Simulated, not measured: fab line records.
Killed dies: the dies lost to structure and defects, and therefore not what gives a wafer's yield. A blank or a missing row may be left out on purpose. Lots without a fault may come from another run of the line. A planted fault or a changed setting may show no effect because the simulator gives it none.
fab line records ; flow n5-finfet ; part 2 of 2: steps 5 to 6 of 6
record lots=20; wafers=60; last-day=17
route steps=1938 shown BEOL_M10@1512 BEOL_M11@1552
lots with no fault: from the same line, run without faults
start-h: hours from the record's first day to the start of the lot's first wafer shown ; wait-h: how many hours have passed since the lot's step before this one ; " as in the row above ; L1.1+2: one row covering several wafers at once ; - no value, or no start was given ; * or withheld: withheld ; < > ~ a bound
route shown NAME@n: NAME is a module with steps in the file, n the number in the route of the first one ; usual: mean and standard deviation over wafers with no fault ; same: alike in all rows ; chamber/n: place in a boat ; sites: per-site readings ; _std_site: the values' standard deviation ; _edge_site: inner sites' mean taken away from outer sites' mean ; radius-mm: for every site, how far away it sits from the centre of the wafer ; mask NAME#n: copy n ; behind: tool/chamber where the wafer was last shaped ; hold: the reason the lot was held/the length of the hold in hours/how it ended ; device: which transistor (n, p or np) failed to switch ; end of line: tests of these same wafers at the route's end ; for a step that has no rows: nothing shown but its recipe ; killed: at the first sort, the dies lost to defects and structure; wafer yield is something else ; map: the dies of a wafer, with x for killed, . for not killed, _ for no die there
set.NAME: the setting the step ran with; set.NAME@STEP: the setting that earlier step ran with ; model.NAME: the simulator's own value behind a step, which no gauge read
steps of the route over a sample of lots; a table a step, a row a wafer
services: a tool's chamber out of use, with start hour (start-h, from the record's first day; less than 0 if before it), hours out, and reason
## steps
# step N5_BEOL_M11_ETCH_65
# recipe chemistry=CF4; target=SiARC; target-depth-a=390; mask-material=CAR-ArF; time-s=65; ion-energy-ev=80; pressure-mtorr=40; source-w=545; bias-w=36; Ar_flow_sccm=100; cf4-flow-sccm=100; ends=cleared
# usual bias-w=35.99/0.11; drypump-motor-current-A=5.8/0.5; etch-rf-on-time-s=65.1/1.3; oes-product-au=0.66/0.076; rf-vpp-V=184.4/0.96; showerhead-plenum-p-Torr=2.18/0.059; throttle-valve-pct=15.58/0.21
lot.wafer;tool;chamber;start-h;wait-h;bias-w;drypump-motor-current-A;etch-rf-on-time-s;oes-product-au;rf-hours-counter-h;rf-vpp-V;showerhead-plenum-p-Torr;throttle-valve-pct
L074.1;rie-diel-01;2;224.29;0.0;36.03;5.7;66.7;0.60;209;183.9;2.20;15.38
L074.4;rie-diel-01;3;224.29;0.0;36.06;6.3;65.0;0.62;201;183.9;2.13;15.72
L074.6;rie-diel-01;1;224.29;0.0;35.91;5.9;64.6;0.73;-;184.9;2.27;15.50
L076.2;rie-diel-02;2;236.07;0.0;36.11;6.4;66.9;0.59;223;182.3;2.11;15.76
L076.3;rie-diel-02;0;236.07;0.0;35.86;5.1;64.4;0.59;244;184.3;2.19;15.72
L076.4;rie-diel-02;1;236.07;0.0;35.94;5.8;64.8;0.64;173;183.8;2.12;15.36
L077.2;rie-diel-02;1;238.85;0.0;36.19;5.8;64.3;0.64;174;183.2;2.12;15.36
L077.3;rie-diel-02;0;238.85;0.0;36.13;5.1;64.5;0.59;245;184.2;2.19;15.73
L077.5;rie-diel-02;2;238.85;0.0;35.83;6.5;66.9;0.60;-;184.6;2.11;15.78
L079.3;rie-diel-02;0;247.83;0.0;35.99;5.0;64.1;0.58;248;184.2;2.19;15.74
L079.4;rie-diel-02;0;247.83;0.0;36.03;5.1;62.9;0.59;-;184.4;2.19;15.74
L079.5;rie-diel-02;3;247.83;0.0;35.82;5.6;63.8;0.79;-;184.4;2.27;15.27
L080.2;rie-diel-02;3;257.47;0.0;36.16;5.6;64.0;0.78;27;187.4;2.27;15.26
L080.3;rie-diel-02;3;257.47;0.0;36.25;5.6;64.2;0.78;-;185.1;2.27;15.29
L080.6;rie-diel-02;1;257.47;0.0;36.01;5.7;64.0;0.63;-;183.8;2.12;15.38
L081.2;rie-diel-03;1;257.66;0.0;35.91;6.1;66.1;0.61;192;185.5;2.23;15.87
L081.3;rie-diel-03;3;257.66;0.0;36.08;6.0;65.5;0.59;201;183.8;2.20;15.79
L081.4;rie-diel-03;2;257.66;0.0;35.93;4.9;65.9;0.72;35;183.9;2.11;15.45
L082.1;rie-diel-02;3;259.73;0.1;35.76;5.6;64.8;0.78;29;185.9;2.27;15.28
L082.4;rie-diel-02;3;259.73;0.1;35.82;5.6;64.9;0.78;-;186.4;2.27;15.26
L082.5;rie-diel-02;3;259.73;0.1;36.12;5.6;64.4;0.78;-;185.8;2.27;15.26
L083.1;rie-diel-01;2;259.94;0.0;36.08;5.7;66.1;0.60;220;185.8;2.19;15.39
L083.5;rie-diel-01;0;259.94;0.0;35.93;5.8;62.4;0.75;-;186.0;2.18;15.63
L083.6;rie-diel-01;3;259.94;0.0;36.17;6.3;64.4;0.61;-;183.9;2.13;15.72
L084.1;rie-diel-03;0;283.09;0.0;35.99;6.7;66.0;0.62;150;183.0;2.16;15.70
L084.2;rie-diel-03;2;283.09;0.0;35.98;4.9;65.3;0.71;44;184.1;2.11;15.47
L084.4;rie-diel-03;1;283.09;0.0;36.16;6.1;66.3;0.61;200;184.0;2.23;15.88
L086.1;rie-diel-01;3;296.50;0.0;35.87;6.3;64.7;0.60;223;183.8;2.13;15.77
L086.2;rie-diel-01;0;296.50;0.0;35.92;5.8;61.9;0.75;56;183.5;2.18;15.66
L086.4;rie-diel-01;1;296.50;0.0;35.81;5.9;64.6;0.70;-;185.2;2.26;15.53
L087.2;rie-diel-03;0;296.89;0.0;35.86;6.7;67.5;0.61;156;183.8;2.16;15.72
L087.4;rie-diel-03;2;296.89;0.0;36.03;4.9;66.2;0.70;50;183.4;2.10;15.49
L087.5;rie-diel-03;1;296.89;0.0;35.89;6.1;67.6;0.59;-;184.1;2.23;15.89
L085.3;rie-diel-01;0;297.06;0.0;35.81;5.8;62.5;0.74;56;184.2;2.18;15.65
L085.4;rie-diel-01;1;297.06;0.0;36.21;5.9;65.0;0.70;-;184.1;2.26;15.53
L085.5;rie-diel-01;3;297.06;0.0;35.87;6.3;64.8;0.61;-;182.9;2.13;15.76
L088.3;rie-diel-03;1;298.73;0.0;36.08;6.1;66.5;0.59;207;183.0;2.23;15.89
L088.4;rie-diel-03;2;298.73;0.0;36.08;4.9;66.5;0.70;51;184.1;2.10;15.46
L088.5;rie-diel-03;0;298.73;0.0;36.01;6.7;66.8;0.62;-;183.6;2.16;15.71
L089.1;rie-diel-02;3;307.11;0.0;35.99;5.6;65.0;0.75;48;185.4;2.26;15.32
L089.2;rie-diel-02;2;307.11;0.0;35.94;6.4;67.1;0.58;242;184.0;2.10;15.81
L089.6;rie-diel-02;0;307.11;0.0;36.09;5.1;65.0;0.83;-;185.3;2.19;15.23
L091.3;rie-diel-03;1;320.30;0.0;36.11;6.0;66.1;0.59;212;184.9;2.23;15.89
L091.4;rie-diel-03;3;320.30;0.0;35.81;5.9;65.5;0.58;218;183.6;2.19;15.84
L091.5;rie-diel-03;2;320.30;0.0;36.19;4.9;66.2;0.70;-;185.5;2.10;15.50
L092.1;rie-diel-02;1;328.52;0.0;35.93;5.7;65.6;0.60;209;183.1;2.11;15.43
L092.2;rie-diel-02;2;328.52;0.0;36.01;6.5;67.1;0.58;248;184.4;2.10;15.83
L092.5;rie-diel-02;1;328.52;0.0;36.07;5.7;65.7;0.61;-;182.8;2.11;15.42
L094.1;rie-diel-03;3;344.02;0.0;36.06;5.9;65.6;0.58;226;183.6;2.19;15.83
L094.4;rie-diel-03;2;344.02;0.0;35.97;4.9;66.0;0.70;63;184.1;2.10;15.50
L094.5;rie-diel-03;0;344.02;0.0;36.10;6.7;66.9;0.61;-;184.1;2.15;15.74
L096.3;rie-diel-01;0;354.02;0.0;36.13;5.8;62.4;0.72;77;184.8;2.17;15.70
L096.5;rie-diel-01;2;354.02;0.0;35.92;5.7;66.8;0.58;-;184.7;2.19;15.40
L096.6;rie-diel-01;1;354.02;0.0;36.01;5.9;64.2;0.69;-;185.1;2.25;15.57
L097.1;rie-diel-03;2;362.26;0.0;35.81;4.9;65.8;0.69;67;184.9;2.10;15.51
L097.2;rie-diel-03;3;362.26;0.0;35.96;5.9;65.6;0.58;230;184.7;2.19;15.84
L097.5;rie-diel-03;2;362.26;0.0;35.64;4.9;66.0;0.69;-;183.8;2.10;15.52
L095.1;rie-diel-02;2;362.42;0.0;35.89;6.5;63.0;0.81;3;182.3;2.10;15.31
L095.4;rie-diel-02;1;362.42;0.0;35.99;5.8;65.0;0.60;-;184.2;2.11;15.45
L095.6;rie-diel-02;3;362.42;0.0;35.88;5.6;65.0;0.73;-;185.3;2.26;15.35
# step N5_BEOL_M11_STRIP_36
# recipe chemistry=N2/H2; power-w=450; temp-c=40; pressure-mtorr=20; rf-frequency-hz=6e+07; overash-fraction=0.3; bias-power-w=7; h2-frac=0.5; n2-flow-sccm=200; h2-flow-sccm=200
# usual drypump-motor-current-A=5.8/0.5; oes-product-au=0.78/0.088; rf-vpp-V=59.4/1.7; showerhead-plenum-p-Torr=2.59/0.075; throttle-valve-pct=23.58/0.3
lot.wafer;tool;chamber;start-h;wait-h;drypump-motor-current-A;oes-product-au;rf-hours-counter-h;rf-vpp-V;showerhead-plenum-p-Torr;throttle-valve-pct
L074.1;rie-diel-01;2;224.53;0.0;5.7;0.71;209;59.4;2.63;23.29
L074.4;rie-diel-01;3;224.53;0.0;6.3;0.73;201;61.4;2.51;23.58
L074.6;rie-diel-01;1;224.53;0.0;5.9;0.86;-;60.6;2.67;23.29
L076.2;rie-diel-02;2;236.31;0.0;6.4;0.70;223;62.1;2.53;24.12
L076.3;rie-diel-02;0;236.31;0.0;5.1;0.70;244;56.9;2.59;23.70
L076.4;rie-diel-02;1;236.31;0.0;5.8;0.73;173;58.0;2.53;23.44
L077.2;rie-diel-02;1;239.09;0.0;5.8;0.73;174;61.3;2.53;23.34
L077.3;rie-diel-02;0;239.09;0.0;5.1;0.69;245;57.5;2.59;23.70
L077.5;rie-diel-02;2;239.09;0.0;6.5;0.72;-;60.4;2.53;24.12
L079.3;rie-diel-02;0;248.07;0.0;5.1;0.68;248;62.3;2.59;23.73
L079.4;rie-diel-02;0;248.07;0.0;5.0;0.68;-;57.7;2.59;23.73
L079.5;rie-diel-02;3;248.07;0.0;5.7;0.91;-;60.3;2.71;23.28
L081.2;rie-diel-03;1;257.90;0.0;6.1;0.74;192;60.9;2.63;23.63
L081.3;rie-diel-03;3;257.90;0.0;5.9;0.70;201;55.7;2.63;23.96
L081.4;rie-diel-03;2;257.90;0.0;4.9;0.87;35;59.1;2.48;23.27
L080.2;rie-diel-02;3;257.96;0.0;5.6;0.91;-;60.0;2.71;23.34
L080.3;rie-diel-02;3;257.96;0.0;5.6;0.91;-;61.1;2.71;23.34
L080.6;rie-diel-02;3;257.96;0.0;5.6;0.92;-;58.6;2.71;23.34
L083.1;rie-diel-01;2;260.18;0.0;5.7;0.70;220;63.2;2.63;23.33
L083.5;rie-diel-01;0;260.18;0.0;5.8;0.88;-;59.6;2.57;23.55
L083.6;rie-diel-01;3;260.18;0.0;6.4;0.72;-;59.5;2.51;23.61
L082.1;rie-diel-02;3;260.44;0.0;5.6;0.91;29;56.4;2.71;23.30
L082.4;rie-diel-02;3;260.44;0.0;5.6;0.91;-;61.9;2.71;23.32
L082.5;rie-diel-02;3;260.44;0.0;5.6;0.91;-;58.9;2.71;23.30
L084.1;rie-diel-03;0;283.33;0.0;6.7;0.73;150;60.6;2.54;24.20
L084.2;rie-diel-03;2;283.33;0.0;4.9;0.84;45;58.5;2.48;23.25
L084.4;rie-diel-03;1;283.33;0.0;6.1;0.71;200;59.6;2.63;23.61
L086.1;rie-diel-01;3;296.73;0.0;6.3;0.71;223;60.0;2.50;23.62
L086.2;rie-diel-01;0;296.73;0.0;5.8;0.85;56;58.7;2.56;23.56
L086.4;rie-diel-01;1;296.73;0.0;5.9;0.83;-;60.2;2.66;23.30
L087.2;rie-diel-03;0;297.13;0.0;6.7;0.74;156;58.9;2.54;24.17
L087.4;rie-diel-03;2;297.13;0.0;4.9;0.83;51;59.7;2.47;23.30
L087.5;rie-diel-03;1;297.13;0.0;6.1;0.71;-;55.9;2.63;23.66
L085.3;rie-diel-01;0;297.29;0.0;5.8;0.85;56;55.3;2.57;23.56
L085.4;rie-diel-01;1;297.29;0.0;5.9;0.83;-;60.1;2.66;23.36
L085.5;rie-diel-01;3;297.29;0.0;6.3;0.71;-;59.7;2.50;23.60
L088.3;rie-diel-03;1;298.97;0.0;6.1;0.71;207;57.7;2.63;23.63
L088.4;rie-diel-03;2;298.97;0.0;4.9;0.83;51;56.1;2.47;23.27
L088.5;rie-diel-03;0;298.97;0.0;6.7;0.73;-;58.5;2.54;24.15
L089.1;rie-diel-02;3;307.35;0.0;5.6;0.88;48;63.3;2.70;23.31
L089.2;rie-diel-02;2;307.35;0.0;6.5;0.68;242;58.2;2.52;24.15
L089.6;rie-diel-02;0;307.35;0.0;5.1;0.96;-;58.4;2.58;23.30
L091.3;rie-diel-03;1;320.53;0.0;6.1;0.71;212;58.7;2.62;23.66
L091.4;rie-diel-03;3;320.53;0.0;6.0;0.68;218;61.1;2.62;23.98
L091.5;rie-diel-03;2;320.53;0.0;4.9;0.83;-;58.3;2.47;23.29
L092.1;rie-diel-02;1;328.75;0.0;5.8;0.70;209;60.2;2.51;23.43
L092.2;rie-diel-02;2;328.75;0.0;6.4;0.69;248;60.6;2.52;24.15
L092.5;rie-diel-02;1;328.75;0.0;5.8;0.71;-;57.2;2.51;23.41
L094.1;rie-diel-03;3;344.26;0.0;5.9;0.69;226;60.8;2.61;24.00
L094.4;rie-diel-03;2;344.26;0.0;4.9;0.84;63;61.4;2.47;23.28
L094.5;rie-diel-03;0;344.26;0.0;6.8;0.72;-;58.6;2.54;24.20
L096.3;rie-diel-01;0;354.26;0.0;5.8;0.81;77;62.7;2.56;23.60
L096.5;rie-diel-01;2;354.26;0.0;5.7;0.68;-;57.3;2.62;23.36
L096.6;rie-diel-01;1;354.26;0.0;5.9;0.79;-;60.2;2.65;23.38
L097.1;rie-diel-03;2;362.49;0.0;4.9;0.81;67;60.4;2.47;23.30
L097.2;rie-diel-03;3;362.49;0.0;6.0;0.68;230;58.5;2.61;23.99
L097.5;rie-diel-03;2;362.49;0.0;4.9;0.82;-;58.4;2.47;23.33
L095.1;rie-diel-02;2;362.66;0.0;6.5;0.95;3;62.9;2.52;23.77
L095.4;rie-diel-02;1;362.66;0.0;5.8;0.69;-;58.0;2.51;23.44
L095.6;rie-diel-02;3;362.66;0.0;5.6;0.83;-;57.6;2.69;23.36
## services
tool;chamber;start-h;hours;kind
rie-diel-03;1;193.13;8.5;repair
rie-diel-04;-;212.56;0.5;repair
rie-diel-05;0;213.29;4.7;repair
rie-diel-06;-;216.71;2.8;pm
rie-diel-04;0;224.29;7.6;repair
rie-diel-04;-;228.63;2.8;pm
rie-diel-03;-;236.51;0.3;repair
rie-diel-02;2;244.08;21.0;repair
rie-diel-03;0;253.64;2.0;repair
rie-diel-02;0;254.95;14.4;repair
rie-diel-06;3;258.82;2.4;repair
rie-diel-02;3;282.57;1.5;repair
rie-diel-03;3;285.32;6.0;repair
rie-diel-01;-;290.73;2.8;pm
rie-diel-01;2;293.58;40.7;repair
rie-diel-04;3;323.85;12.5;repair
rie-diel-02;2;324.02;3.9;repair
rie-diel-01;1;326.23;2.7;repair
rie-diel-04;2;328.65;1.8;repair
rie-diel-06;1;330.77;13.6;repair
rie-diel-02;2;335.77;-;clean
rie-diel-02;2;335.77;-;consumable-replace:focus-ring
rie-diel-02;2;335.77;17.2;scheduled-down
rie-diel-05;-;352.93;2.8;pm
